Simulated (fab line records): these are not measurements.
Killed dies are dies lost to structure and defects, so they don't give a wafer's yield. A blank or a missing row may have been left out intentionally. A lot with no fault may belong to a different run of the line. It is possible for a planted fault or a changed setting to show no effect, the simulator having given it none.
A single fault, viewed from 2 desks + flow n5 finfet + what lay behind the numbers comes last; until then each desk has only its own

FOR THE TOOL OWNER'S DESK: ald metal-03
The tool's own readings at N5_BEOL_M5_ALD_86 (deposits TaN, pulse time 2 s, purge time 3 s, co reactant purge time 2 s): means of the sampled wafers that have a number, for each lot that ran on this tool. Marked OUT: a lot whose mean sits more than 4 standard deviations from the usual mean, which makes it out of limits; the brackets give that distance.
Columns: A = heater power w at N5_BEOL_M5_ALD_86, usual 417 W
| lot  | first seen here | A   |
|------|-----------------|-----|
| L607 | day 11 07:16    | 349 |
| L608 | day 11 18:13    | 409 |
| L613 | day 14 14:44    | 376 |
| L614 | day 14 19:53    | 375 |
| L618 | day 17 16:01    | 377 |
This desk's verdict: no lot among the 5 shows anything out of limits.

THE METROLOGY DESK
Lot by lot, what the gauges showed, no matter which tool ran the lot: averages of those sampled wafers that carry a number. Marked OUT: a lot whose mean sits more than 4 standard deviations from the usual mean, which makes it out of limits; the brackets give that distance. Of its 24 readings 7 are shown: those that lie furthest out on some lot.
Columns: A = COMB_M12 at N5_BEOL_M15_RC_MEAS_101, usual 7.3e-12 S/m; B = SERP_M12 at N5_BEOL_M15_RC_MEAS_101, usual 0.636 ohm/um; C = SERP_M5 at N5_BEOL_M15_RC_MEAS_101, usual 38.3 ohm/um; D = SERP_M5_max_site at N5_BEOL_M15_RC_MEAS_101, usual 39.8 ohm/um; E = SERP_M6 at N5_BEOL_M15_RC_MEAS_101, usual 13.7 ohm/um; F = SERP_M7 at N5_BEOL_M15_RC_MEAS_101, usual 13.8 ohm/um; G = SERP_M8 at N5_BEOL_M15_RC_MEAS_101, usual 13.9 ohm/um
| lot  | first seen here | A       | B     | C    | D    | E    | F    | G    |
|------|-----------------|---------|-------|------|------|------|------|------|
| L606 | day 14 01:17    | 5.3e-12 | 0.646 | 37.8 | 38.8 | 13.4 | 13.7 | 13.3 |
| L607 | day 14 13:22    | 7.5e-12 | 0.634 | 39.4 | 41.0 | 13.7 | 13.7 | 14.0 |
| L608 | day 14 20:47    | 7.3e-12 | 0.636 | 38.5 | 41.2 | 14.6 | 14.1 | 14.3 |
| L613 | day 17 23:42    | 7.9e-12 | 0.640 | 41.5 | 42.6 | 13.1 | 14.2 | 14.8 |
| L614 | day 18 12:58    | 7.6e-12 | 0.638 | 40.5 | 41.7 | 13.8 | 14.5 | 13.6 |
| L621 | day 20 23:03    | 7.2e-12 | 0.639 | 37.9 | 39.3 | 13.4 | 13.9 | 13.2 |
| L618 | day 21 10:59    | 7.3e-12 | 0.609 | 39.0 | 40.8 | 14.1 | 14.3 | 14.2 |
| L625 | day 21 17:56    | 6.0e-12 | 0.624 | 38.4 | 39.6 | 13.9 | 14.1 | 14.0 |
This desk's verdict: no lot among the 8 shows anything out of limits.

ALL TOGETHER
Nothing out of limits was seen by the tool owner's desk.
The metrology desk saw nothing out of limits.

WHAT HAD BEEN PUT IN BY THE SIMULATOR
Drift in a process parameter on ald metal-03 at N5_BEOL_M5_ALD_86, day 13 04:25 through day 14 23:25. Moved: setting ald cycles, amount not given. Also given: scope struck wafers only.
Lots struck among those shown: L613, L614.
